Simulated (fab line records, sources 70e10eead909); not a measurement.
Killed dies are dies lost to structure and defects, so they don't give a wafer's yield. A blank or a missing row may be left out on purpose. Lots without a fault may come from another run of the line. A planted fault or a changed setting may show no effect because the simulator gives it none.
fab line records | flow nand_harc
record lots=24 wafers=72 last_day=33
route steps=1302 shown P_CONTACT@246 P_M0@267 P_M2@336 P_BONDPAD@353
lots that met no fault: from a run of the same line without faults
start_h: hours from the record's first day to the start of the lot's first wafer shown | wait_h: hours since the lot's step before | " the same as in the row above | L1.1+2: a row that stands for several wafers | - no value, or no start given | * or withheld: withheld | < > ~ a bound
route shown NAME@n: a module of which the file shows steps, and the number in the route of the first | usual: mean/standard deviation of fault-free wafers | same: alike in all rows | chamber/n: place in a boat | sites: the reading at each site | _std_site: their standard deviation | _edge_site: outer sites' mean less inner sites' | radius_mm: how far each site lies from the wafer's centre | mask NAME#n: copy n | behind: the tool/chamber that last shaped the wafer | hold: why the lot was held/for how many hours/how that ended | device: the transistor (n, p or np) that didn't switch | end of line: the same wafers' tests at the end of the route | a step without rows: its recipe alone | killed: dies lost to structure and defects at the first sort, not the wafer's yield | map: a wafer's dies, x killed, . not, _ none there
set.NAME: the setting as run; set.NAME@STEP: as run at that earlier step | model.NAME: the simulator's own value behind a step, which no gauge read
steps of the route over a sample of lots; a table a step, a row a wafer
services: from which hour (start_h, from the record's first day; less than 0 if before it) a tool's chamber was out of use, for how many hours, and why
## steps
# step NHARC_P_CONTACT_PVD_32
# recipe target_thk_a=50 chamber_pressure_pa=5 power_w=5000 substrate_temp_c=200 time_s=17.7 material=Ti
# usual cathode_dc_power_W=4999.9/0.94 throttle_valve_pct=30.4/0.79
# columns lot.wafer tool chamber start_h wait_h cathode_dc_power_W throttle_valve_pct
L074.1 pvd_sputter-01 - - - 5000.4 30.1
L074.3 " - " " 4999.5 30.7
L074.5 " - " " 5000.0 30.8
L075.1 pvd_sputter-03 - - - 4999.9 30.4
L075.4 " - " " 4998.4 30.0
L075.5 " - " " 5001.1 30.2
L076.2 pvd_sputter-03 - - - 5000.4 28.9
L076.4 " - " " 5001.3 29.9
L076.6 " - " " 5001.6 29.2
L077.4 pvd_sputter-02 - - - 5000.8 30.9
L077.6 " - " " 5001.2 31.1
L077.5 " - " " 4999.0 31.2
L078.3 pvd_sputter-02 - - - 4999.8 31.1
L078.1 " - " " 4998.3 31.6
L078.6 " - " " 5000.0 31.1
L079.3 pvd_sputter-02 - - - 4999.5 31.1
L079.5 " - " " 5001.2 31.2
L079.6 " - " " 5001.0 30.9
L080.2 pvd_sputter-02 - - - 5000.1 31.2
L080.1 " - " " 4999.8 31.6
L080.3 " - " " 4999.8 30.9
L081.2 pvd_sputter-03 - - - 5000.6 30.5
L081.4 " - " " 4998.5 29.7
L081.5 " - " " 4998.8 29.4
L082.2 pvd_sputter-03 - - - 4999.2 29.0
L082.6 " - " " 4999.4 29.2
L082.5 " - " " 5000.1 29.7
L083.2 pvd_sputter-01 - - - 5000.6 31.3
L083.1 " - " " 4999.6 29.6
L083.5 " - " " 5000.5 31.3
L085.1 pvd_sputter-02 - - - 4998.8 31.2
L085.3 " - " " 5000.0 30.9
L085.2 " - " " 4999.8 31.5
L084.4 pvd_sputter-02 - - - 4997.6 31.3
L084.3 " - " " 5000.8 31.0
L084.5 " - " " 5000.7 30.8
L086.1 pvd_sputter-02 - - - 4998.9 31.2
L086.3 " - " " 5000.9 31.2
L086.4 " - " " 5000.3 31.3
L088.4 pvd_sputter-03 - - - 4999.5 29.6
L088.1 " - " " 4999.8 29.1
L088.5 " - " " 4998.9 29.4
L087.3 pvd_sputter-02 - - - 5000.5 31.2
L087.2 " - " " 5002.4 31.0
L087.5 " - " " 4998.7 31.5
L089.2 pvd_sputter-03 - - - 5000.1 28.5
L089.4 " - " " 5002.0 30.4
L089.5 " - " " 4999.3 29.2
L090.4 pvd_sputter-03 - - - 5000.4 28.8
L090.5 " - " " 5000.1 30.6
L090.6 " - " " 4999.9 29.1
L091.2 pvd_sputter-01 - - - 5000.4 30.0
L091.4 " - " " 5000.2 31.2
L091.5 " - " " 4999.3 30.1
L092.1 pvd_sputter-02 - - - 4999.5 31.2
L092.3 " - " " 5000.1 30.5
L092.2 " - " " 4999.8 30.9
L093.4 pvd_sputter-01 - - - 5000.7 29.2
L093.3 " - " " 4999.6 30.2
L093.6 " - " " 4999.2 30.4
L094.2 pvd_sputter-02 - - - 4999.7 31.2
L094.6 " - " " 4999.4 30.8
L094.5 " - " " 5000.5 31.2
L095.4 pvd_sputter-01 - - - 4999.5 30.2
L095.2 " - " " 4997.7 29.5
L095.5 " - " " 4999.5 30.1
L096.3 pvd_sputter-03 - - - 5002.2 30.4
L096.4 " - " " 4999.8 29.7
L096.1 " - " " 4999.9 28.7
L097.2 pvd_sputter-01 - - - 4997.7 29.9
L097.4 " - " " 5000.1 30.9
L097.6 " - " " 4999.8 29.8
# step NHARC_P_M0_ETCH_34
# recipe target_depth_a=400 overetch_a=120 time_s=43.94 ion_energy_ev=200 n2_flow_sccm=150 h2_flow_sccm=150 ar_flow_sccm=0 rf_w=400 bias_w=150 chemistry=N2/H2
# usual drypump_motor_current_A=5.3/0.38 oes_product_au=0.997/0.0087 rf_vpp_V=430.9/3 showerhead_plenum_p_Torr=2.05/0.11 throttle_valve_pct=14.171/0.008
# columns lot.wafer tool chamber start_h wait_h drypump_motor_current_A oes_product_au rf_hours_counter_h rf_vpp_V showerhead_plenum_p_Torr throttle_valve_pct
L074.1 rie_diel-03 1 122.39 0.1 6.0 1.011 0 433.9 2.12 14.177
L074.3 " 3 " " 5.4 0.999 0 432.9 2.18 14.170
L074.5 " 2 " " 5.5 0.995 - 432.9 2.11 14.179
L075.1 rie_diel-06 1 128.22 0.1 5.1 0.969 53 426.6 1.87 14.169
L075.4 " 0 " " 5.6 0.986 45 427.8 1.92 14.183
L075.5 " 1 " " 5.2 0.977 - 425.5 1.87 14.179
L076.2 rie_diel-03 3 141.76 0.1 5.4 0.994 5 434.5 2.18 14.174
L076.4 " 1 " " 6.0 0.996 5 432.2 2.12 14.170
L076.6 " 2 " " 5.4 0.987 - 431.8 2.10 14.161
L077.4 rie_diel-03 1 149.73 0.1 6.0 0.997 6 433.0 2.12 14.166
L077.5 " 1 " " 6.0 1.005 - 430.9 2.12 14.155
L077.6 " 2 " " 5.5 0.992 - 431.4 2.10 14.173
L078.3 rie_diel-08 1 161.31 0.1 4.9 1.002 45 432.4 2.07 14.150
L078.1 " 3 " " 5.2 0.985 52 424.8 1.87 14.167
L078.6 " 2 " " 4.8 0.987 - 428.9 1.97 14.177
L079.3 rie_diel-03 3 168.83 0.2 5.4 1.001 9 433.0 2.18 14.153
L079.5 " 3 " " 5.4 0.993 - 434.6 2.18 14.163
L079.6 " 0 " " 5.0 1.016 - 429.4 1.97 14.167
L080.3 rie_diel-06 0 180.42 0.1 5.6 0.994 10 428.8 1.91 14.188
L080.1 " 1 " " 5.2 0.992 13 435.4 2.21 14.187
L080.2 " 3 " " 5.0 1.009 9 428.2 1.93 14.175
L081.2 rie_diel-06 3 196.89 0.1 5.0 1.010 15 428.2 1.93 14.174
L081.4 " 0 " " 5.6 0.985 16 425.5 1.91 14.172
L081.5 " 2 " " 4.8 1.017 - 427.1 1.91 14.180
L082.2 rie_diel-08 2 202.53 0.1 4.8 0.992 0 428.3 1.96 14.184
L082.6 " 3 " " 5.2 0.993 - 435.5 2.22 14.181
L082.5 " 0 " " 5.1 0.984 - 430.4 1.98 14.164
L083.2 rie_diel-06 1 225.05 0.1 5.2 0.999 28 434.2 2.21 14.168
L083.1 " 2 " " 4.8 1.015 27 427.0 1.90 14.173
L083.5 " 0 " " 5.7 0.986 - 426.9 1.91 14.161
L085.2 rie_diel-03 0 231.56 0.1 5.0 0.992 21 429.7 1.96 14.185
L085.3 " 1 " " 6.0 0.998 20 431.8 2.11 14.183
L085.1 " 3 " " 5.4 0.990 22 435.2 2.17 14.184
L084.4 rie_diel-06 2 233.52 0.1 4.8 1.002 28 427.6 1.90 14.163
L084.3 " 0 " " 5.6 0.992 27 428.2 1.91 14.176
L084.5 " 1 " " 5.1 0.989 - 434.6 2.21 14.166
L086.3 rie_diel-08 3 239.40 0.1 5.2 0.998 16 436.1 2.21 14.179
L086.1 " 0 " " 5.1 0.994 16 429.2 1.97 14.166
L086.4 " 1 " " 4.9 1.004 18 433.0 2.06 14.176
L088.4 rie_diel-03 0 264.34 0.1 4.9 1.000 22 429.7 1.96 14.167
L088.1 " 1 " " 6.0 0.993 26 431.2 2.11 14.179
L088.5 " 3 " " 5.4 0.997 - 434.5 2.17 14.154
L087.3 rie_diel-03 2 265.15 0.1 5.4 0.987 27 432.8 2.10 14.160
L087.2 " 3 " " 5.4 1.002 29 432.4 2.17 14.178
L087.5 " 1 " " 6.0 1.004 - 433.2 2.11 14.174
L089.4 rie_diel-03 3 269.52 0.2 5.4 1.004 29 435.3 2.17 14.177
L089.2 " 1 " " 6.0 1.002 27 433.0 2.11 14.175
L089.5 " 3 " " 5.4 1.004 - 433.7 2.17 14.162
L090.4 rie_diel-08 3 285.28 0.1 5.2 0.996 29 435.0 2.21 14.178
L090.6 " 0 " " 5.1 0.988 - 429.0 1.97 14.182
L090.5 " 1 " " 4.9 1.009 - 432.1 2.06 14.174
L091.4 rie_diel-06 3 287.36 0.2 5.0 1.007 45 427.7 1.92 14.191
L091.2 " 0 " " 5.6 0.999 44 426.5 1.90 14.179
L091.5 " 1 " " 5.2 0.981 - 435.3 2.20 14.165
L092.3 rie_diel-03 3 299.09 0.1 5.4 0.986 2 435.2 2.17 14.175
L092.2 " 0 " " 5.0 0.987 2 427.2 1.96 14.170
L092.1 " 2 " " 5.5 0.989 2 431.6 2.09 14.183
L093.4 rie_diel-03 0 309.69 0.1 5.0 1.012 3 426.6 1.96 14.157
L093.3 " 1 " " 6.0 1.010 3 432.4 2.11 14.172
L093.6 " 1 " " 6.0 1.004 - 432.3 2.11 14.169
L094.2 rie_diel-03 2 323.42 0.1 5.5 0.995 5 432.0 2.09 14.176
L094.6 " 0 " " 4.9 0.999 - 428.4 1.96 14.176
L094.5 " 1 " " 6.0 0.993 - 432.3 2.10 14.165
L095.2 rie_diel-03 0 334.90 0.1 4.9 1.000 8 428.2 1.96 14.169
L095.4 " 1 " " 6.0 0.997 7 430.9 2.10 14.163
L095.5 " 3 " " 5.4 1.007 - 434.6 2.17 14.184
L096.1 rie_diel-03 0 340.77 0.1 5.0 0.997 9 427.4 1.96 14.174
L096.4 " 1 " " 6.0 0.988 8 431.3 2.10 14.180
L096.3 " 2 " " 5.5 0.992 9 433.4 2.09 14.164
L097.2 rie_diel-03 1 348.38 0.1 6.0 0.998 10 430.7 2.10 14.165
L097.4 " 2 " " 5.5 1.000 11 432.3 2.09 14.184
L097.6 " 0 " " 5.0 0.985 - 427.8 1.96 14.176
# step NHARC_P_M0_PRE_CLEAN_31
# recipe time_s=12 temp_c=370 rf_power_w=300 gas=NH3
# usual heater_power_w=635/62
# columns lot.wafer tool chamber start_h wait_h heater_power_w
L074.1 pecvd-04 1 124.88 0.1 535
L074.3 " 2 " " 673
L074.5 " 2 " " 682
L075.1 pecvd-04 0 130.79 0.1 665
L075.4 " 1 " " 590
L075.5 " 0 " " 656
L076.2 pecvd-02 2 144.40 0.1 570
L076.4 " 1 " " 556
L076.6 " 0 " " 710
L077.5 pecvd-02 2 152.24 0.1 657
L077.6 " 0 " " 746
L077.4 " 1 " " 527
L078.3 pecvd-02 2 163.82 0.1 639
L078.1 " 0 " " 681
L078.6 " 2 " " 631
L079.3 pecvd-04 0 171.34 0.1 632
L079.6 " 1 " " 587
L079.5 " 0 " " 632
L080.1 pecvd-01 1 183.29 0.1 683
L080.3 " 2 " " 593
L080.2 " 0 " " 635
L081.2 pecvd-04 1 199.37 0.1 551
L081.4 " 0 " " 655
L081.5 " 2 " " 624
L082.2 pecvd-02 1 205.07 0.1 547
L082.5 " 2 " " 654
L082.6 " 0 " " 682
L083.1 pecvd-04 0 227.52 0.1 676
L083.2 " 1 " " 571
L083.5 " 1 " " 574
L085.1 pecvd-04 1 234.04 0.1 532
L085.3 " 2 " " 647
L085.2 " 0 " " 699
L084.3 pecvd-01 0 236.00 0.1 630
L084.5 " 0 " " 627
L084.4 " 1 " " 639
L086.1 pecvd-02 2 241.84 0.1 634
L086.4 " 2 " " 641
L086.3 " 0 " " 727
L088.1 pecvd-04 0 266.79 0.1 691
L088.4 " 0 " " 712
L088.5 " 1 " " 596
L087.2 pecvd-02 0 267.63 0.1 671
L087.3 " 0 " " 649
L087.5 " 0 " " 661
L089.2 pecvd-01 0 271.97 0.1 606
L089.5 " 0 " " 617
L089.4 " 1 " " 647
L090.6 pecvd-02 0 287.78 0.1 608
L090.4 " 1 " " 566
L090.5 " 2 " " 632
L091.2 pecvd-04 0 289.82 0.1 670
L091.4 " 2 " " 725
L091.5 " 1 " " 540
L092.2 pecvd-02 0 301.55 0.1 723
L092.1 " 1 " " 544
L092.3 " 2 " " 564
L093.3 pecvd-04 1 312.16 0.1 555
L093.4 " 1 " " 559
L093.6 " 2 " " 768
L094.2 pecvd-01 0 325.89 0.1 672
L094.6 " 0 " " 671
L094.5 " 1 " " 683
L095.2 pecvd-01 2 337.39 0.1 560
L095.4 " 2 " " 568
L095.5 " 0 " " 678
L096.3 pecvd-04 0 343.20 0.1 700
L096.1 " 2 " " 771
L096.4 " 1 " " 556
L097.2 pecvd-01 2 350.85 0.1 589
L097.6 " 1 " " 579
L097.4 " 2 " " 607
# step NHARC_P_M0_DEP_32
# recipe target_thk_a=300 temp_c=370 target_thk_nm=30 pressure_torr=3 flow_sccm=200 rf_w=450 material=SiCN
# usual heater_power_w=581/70
# columns lot.wafer tool chamber start_h wait_h heater_power_w
L074.1 pecvd-04 1 124.98 0.1 519
L074.3 " 2 " " 618
L074.5 " 2 " " 616
L075.1 pecvd-04 0 130.92 0.1 668
L075.4 " 1 " " 495
L075.5 " 0 " " 666
L076.2 pecvd-02 2 144.51 0.1 620
L076.4 " 1 " " 528
L076.6 " 0 " " 683
L077.5 pecvd-02 2 152.40 0.2 602
L077.6 " 0 " " 634
L077.4 " 1 " " 533
L078.3 pecvd-02 2 163.93 0.1 633
L078.1 " 0 " " 691
L078.6 " 2 " " 618
L079.3 pecvd-04 0 171.48 0.1 662
L079.6 " 1 " " 500
L079.5 " 0 " " 674
L080.1 pecvd-01 1 183.37 0.1 619
L080.3 " 2 " " 548
L080.2 " 0 " " 603
L081.2 pecvd-04 1 199.48 0.1 542
L081.4 " 0 " " 672
L081.5 " 2 " " 606
L082.2 pecvd-02 1 205.14 0.1 541
L082.5 " 2 " " 636
L082.6 " 0 " " 645
L083.1 pecvd-04 0 227.63 0.1 583
L083.2 " 1 " " 511
L083.5 " 1 " " 515
L085.1 pecvd-04 1 234.11 0.1 444
L085.3 " 2 " " 598
L085.2 " 0 " " 669
L084.3 pecvd-01 0 236.08 0.1 604
L084.5 " 0 " " 610
L084.4 " 1 " " 603
L086.1 pecvd-02 2 241.96 0.1 499
L086.4 " 2 " " 512
L086.3 " 0 " " 556
L088.1 pecvd-04 0 266.90 0.1 674
L088.4 " 0 " " 652
L088.5 " 1 " " 477
L087.2 pecvd-02 0 267.96 0.3 618
L087.3 " 0 " " 638
L087.5 " 0 " " 637
L089.2 pecvd-01 0 272.05 0.1 540
L089.5 " 0 " " 534
L089.4 " 1 " " 587
L090.6 pecvd-02 0 287.95 0.2 669
L090.4 " 1 " " 520
L090.5 " 2 " " 525
L091.2 pecvd-04 0 289.93 0.1 688
L091.4 " 2 " " 691
L091.5 " 1 " " 518
L092.2 pecvd-02 0 301.63 0.1 561
L092.1 " 1 " " 517
L092.3 " 2 " " 515
L093.3 pecvd-04 1 312.26 0.1 524
L093.4 " 1 " " 516
L093.6 " 2 " " 699
L094.2 pecvd-01 0 326.00 0.1 519
L094.6 " 0 " " 532
L094.5 " 1 " " 586
L095.2 pecvd-01 2 337.47 0.1 516
L095.4 " 2 " " 516
L095.5 " 0 " " 586
L096.3 pecvd-04 0 343.28 0.1 561
L096.1 " 2 " " 706
L096.4 " 1 " " 458
L097.2 pecvd-01 2 350.99 0.1 515
L097.6 " 1 " " 629
L097.4 " 2 " " 490
# step NHARC_P_M2_ETCH_28
# recipe target_depth_a=300 over_etch_frac=0.3 time_s=72.99 ion_energy_ev=150 cf4_flow_sccm=50 n2_flow_sccm=100 ar_flow_sccm=150 rf_w=300 bias_w=100 chemistry=CF4/N2
# usual drypump_motor_current_A=5.8/0.4 oes_product_au=1.001/0.011 rf_vpp_V=315.0/2.4 showerhead_plenum_p_Torr=2.67/0.13 throttle_valve_pct=19.794/0.0092
# columns lot.wafer tool chamber start_h wait_h drypump_motor_current_A oes_product_au rf_hours_counter_h rf_vpp_V showerhead_plenum_p_Torr throttle_valve_pct
L074.1 rie_diel-07 1 - - 5.9 1.011 0.2 317.6 2.82 19.784
L074.3 " 2 " " 5.5 1.008 0.2 317.5 2.80 19.788
L074.5 " 0 " " 6.1 0.989 - 314.7 2.66 19.783
L075.1 rie_diel-07 0 - - 6.0 0.996 0.8 315.0 2.65 19.802
L075.4 " 2 " " 5.5 1.011 0.6 318.2 2.80 19.801
L075.5 " 0 " " 6.1 1.000 - 314.6 2.65 19.795
L076.2 rie_diel-10 1 - - 5.8 1.010 4.9 314.7 2.68 19.790
L076.4 " 2 " " 4.8 0.994 5.3 318.4 2.78 19.797
L076.6 " 0 " " 5.9 0.989 - 311.8 2.46 19.794
L077.4 rie_diel-09 1 - - 6.3 0.995 0.3 315.5 2.66 19.796
L077.5 " 3 " " 5.9 1.003 - 316.1 2.82 19.818
L077.6 " 0 " " 6.1 0.994 - 312.4 2.57 19.804
L078.3 rie_diel-07 0 - - 6.0 1.005 3.7 316.0 2.65 19.812
L078.1 " 3 " " 6.2 1.022 3.3 310.8 2.52 19.787
L078.6 " 1 " " 6.0 1.016 - 316.3 2.82 19.789
L079.3 rie_diel-10 0 - - 5.9 0.991 7.0 312.1 2.46 19.809
L079.6 " 2 " " 4.7 0.984 - 316.3 2.78 19.799
L079.5 " 3 " " 5.7 0.995 - 310.9 2.48 19.775
L080.3 rie_diel-09 0 - - 6.1 0.994 1.7 315.2 2.57 19.799
L080.2 " 2 " " 6.0 1.003 1.4 317.1 2.81 19.792
L080.1 " 3 " " 5.9 1.014 1.7 317.2 2.82 19.800
L081.4 rie_diel-09 3 - - 5.9 0.999 2.0 319.0 2.82 19.792
L081.2 " 0 " " 6.1 0.992 1.9 312.5 2.57 19.803
L081.5 " 3 " " 5.9 1.004 - 316.8 2.82 19.796
L082.2 rie_diel-07 2 - - 5.5 1.007 4.5 317.1 2.80 19.793
L082.6 " 0 " " 6.0 0.997 - 314.8 2.65 19.789
L082.5 " 1 " " 5.9 1.004 - 317.9 2.82 19.807
L083.1 rie_diel-09 1 - - 6.3 1.012 3.1 314.8 2.66 19.779
L083.2 " 2 " " 6.0 0.993 3.7 318.1 2.81 19.814
L083.5 " 3 " " 5.9 1.022 - 318.8 2.82 19.810
L085.2 rie_diel-09 3 - - 5.9 1.002 4.2 316.8 2.82 19.789
L085.3 " 0 " " 6.1 1.010 4.0 313.1 2.57 19.784
L085.1 " 2 " " 6.0 1.003 3.8 316.6 2.81 19.802
L084.4 rie_diel-09 1 - - 6.3 1.005 3.3 314.7 2.66 19.794
L084.3 " 0 " " 6.1 1.010 4.2 313.4 2.57 19.785
L084.5 " 1 " " 6.3 1.005 - 314.6 2.66 19.798
L086.3 rie_diel-09 0 - - 6.1 0.996 4.7 313.0 2.57 19.798
L086.4 " 1 " " 6.3 0.994 3.7 315.8 2.66 19.793
L086.1 " 2 " " 6.0 0.993 4.4 316.4 2.81 19.794
L088.1 rie_diel-07 0 - - 6.0 0.992 10.0 313.6 2.65 19.783
L088.4 " 2 " " 5.5 1.005 7.6 317.8 2.80 19.803
L088.5 " 0 " " 6.0 1.000 - 315.8 2.65 19.788
L087.2 rie_diel-10 0 - - 5.8 0.997 1.7 310.0 2.46 19.789
L087.3 " 1 " " 5.8 0.997 1.6 316.2 2.68 19.791
L087.5 " 3 " " 5.7 1.004 - 310.9 2.48 19.780
L089.4 rie_diel-09 1 - - 6.3 1.003 6.5 315.3 2.66 19.808
L089.2 " 2 " " 6.0 0.984 7.0 318.9 2.81 19.789
L089.5 " 0 " " 6.1 1.017 - 312.7 2.57 19.777
L090.4 rie_diel-09 2 - - 6.0 0.996 7.9 316.2 2.81 19.786
L090.6 " 3 " " 5.9 1.009 - 317.2 2.82 19.808
L090.5 " 0 " " 6.1 0.992 - 311.8 2.57 19.799
L091.4 rie_diel-10 2 - - 4.8 0.981 2.2 317.2 2.78 19.798
L091.2 " 1 " " 5.9 1.004 2.3 315.3 2.68 19.781
L091.5 " 3 " " 5.7 1.002 - 312.2 2.48 19.797
L092.1 rie_diel-10 3 - - 5.7 1.005 3.1 311.7 2.48 19.800
L092.3 " 0 " " 5.9 1.001 3.3 312.4 2.46 19.801
L092.2 " 2 " " 4.8 0.974 3.5 318.4 2.78 19.796
L093.4 rie_diel-07 0 - - 6.1 1.005 0.8 314.8 2.65 19.796
L093.3 " 2 " " 5.5 0.995 0.8 315.0 2.80 19.786
L093.6 " 1 " " 6.0 1.003 - 317.7 2.82 19.796
L094.2 rie_diel-10 2 - - 4.8 0.973 4.4 317.7 2.78 19.789
L094.5 " 1 " " 5.8 1.007 - 317.5 2.68 19.791
L094.6 " 2 " " 4.7 0.977 - 317.0 2.78 19.789
L095.2 rie_diel-10 3 - - 5.7 1.008 4.9 312.5 2.48 19.797
L095.4 " 0 " " 5.8 0.997 5.3 311.1 2.46 19.790
L095.5 " 1 " " 5.8 1.012 - 314.6 2.68 19.783
L096.3 rie_diel-07 0 - - 6.0 1.013 3.2 314.7 2.65 19.810
L096.1 " 1 " " 6.0 1.001 3.0 317.3 2.81 19.806
L096.4 " 2 " " 5.5 1.001 2.9 318.0 2.80 19.782
L097.4 rie_diel-10 1 - - 5.8 1.021 6.2 315.5 2.68 19.792
L097.2 " 2 " " 4.8 0.990 5.9 317.9 2.78 19.804
L097.6 " 2 " " 4.8 0.985 - 316.7 2.78 19.788
# step NHARC_P_BONDPAD_THK_MEAS_33
# recipe thk_meas_gauge=ellipsometry
# usual thk_nm=200.0/1.6
# columns lot.wafer tool chamber start_h wait_h thk_nm
L074.1 film_metro-02 - 134.23 0.2 198.9
L074.3 " - " " 199.4
L074.5 " - " " 200.2
L075.1 film_metro-02 - 140.05 0.2 198.8
L075.4 " - " " 200.3
L075.5 " - " " 200.8
L076.2 film_metro-02 - 153.86 0.2 200.9
L076.4 " - " " 198.3
L076.6 " - " " 201.7
L077.4 film_metro-01 - 162.05 0.2 202.0
L077.5 " - " " 199.4
L077.6 " - " " 199.3
L078.1 film_metro-01 - 173.40 0.2 199.8
L078.3 " - " " 198.6
L078.6 " - " " 200.9
L079.3 film_metro-01 - 180.79 0.2 196.9
L079.5 " - " " 200.3
L079.6 " - " " 202.1
L080.1 film_metro-01 - 192.76 0.2 199.2
L080.2 " - " " 199.9
L080.3 " - " " 198.2
L081.2 film_metro-02 - 208.81 0.2 198.1
L081.4 " - " " 200.7
L081.5 " - " " 200.5
L082.2 film_metro-01 - 214.57 0.2 201.9
L082.5 " - " " 199.6
L082.6 " - " " 198.1
L083.1 film_metro-02 - 236.99 0.2 198.8
L083.2 " - " " 201.7
L083.5 " - " " 195.5
L085.1 film_metro-01 - 243.53 0.2 201.1
L085.2 " - " " 202.4
L085.3 " - " " 202.0
L084.3 film_metro-02 - 245.60 0.2 199.3
L084.4 " - " " 198.8
L084.5 " - " " 201.3
L086.1 film_metro-01 - 251.59 0.2 197.6
L086.3 " - " " 197.1
L086.4 " - " " 198.3
L088.1 film_metro-02 - 276.82 0.2 201.9
L088.4 " - " " 201.2
L088.5 " - " " 202.3
L087.2 film_metro-02 - 277.82 0.2 199.1
L087.3 " - " " 201.0
L087.5 " - " " 199.5
L089.2 film_metro-01 - 281.61 0.2 198.4
L089.4 " - " " 203.4
L089.5 " - " " 198.6
L090.4 film_metro-01 - 297.25 0.2 202.1
L090.5 " - " " 201.3
L090.6 " - " " 200.6
L091.2 film_metro-02 - 299.26 0.2 200.0
L091.4 " - " " 200.6
L091.5 " - " " 199.9
L092.1 film_metro-01 - 311.04 0.2 198.3
L092.2 " - " " 201.0
L092.3 " - " " 196.4
L093.3 film_metro-02 - 321.75 0.2 201.0
L093.4 " - " " 201.6
L093.6 " - " " 199.7
L094.2 film_metro-01 - 335.20 0.2 201.0
L094.5 " - " " 202.0
L094.6 " - " " 200.4
L095.2 film_metro-02 - 347.14 0.2 200.4
L095.4 " - " " 199.3
L095.5 " - " " 197.8
L096.1 film_metro-02 - 352.51 0.2 199.1
L096.3 " - " " 197.5
L096.4 " - " " 199.2
L097.2 film_metro-02 - 360.24 0.2 199.6
L097.4 " - " " 203.2
L097.6 " - " " 198.4
## services
# columns tool chamber start_h hours kind
pecvd-01 - 95.62 2.9 repair
pvd_sputter-02 - 104.06 10.0 pm
rie_diel-03 - 104.35 9.0 pm
rie_diel-10 1 110.75 2.0 repair
rie_diel-09 2 123.72 3.3 repair
pecvd-01 - 130.18 13.0 pm
rie_diel-09 - 143.10 9.0 pm
pecvd-04 0 157.31 11.4 repair
pvd_sputter-02 - 194.21 0.7 repair
rie_diel-09 1 215.03 11.2 repair
pecvd-02 - 227.10 13.0 pm
pvd_sputter-02 - 234.80 0.6 repair
rie_diel-03 0 235.83 18.6 repair
pecvd-01 1 241.27 3.2 repair
pecvd-02 0 254.51 4.5 repair
pecvd-02 2 262.71 12.6 repair
pecvd-04 - 269.12 13.0 pm
rie_diel-03 - 281.35 9.0 pm
pvd_sputter-02 - 282.06 10.0 pm
pecvd-04 - 298.80 0.3 repair
pecvd-01 - 311.18 13.0 pm
rie_diel-09 - 320.10 9.0 pm
pecvd-02 - 343.00 5.2 repair
rie_diel-09 1 356.85 6.0 repair
## key
fault none
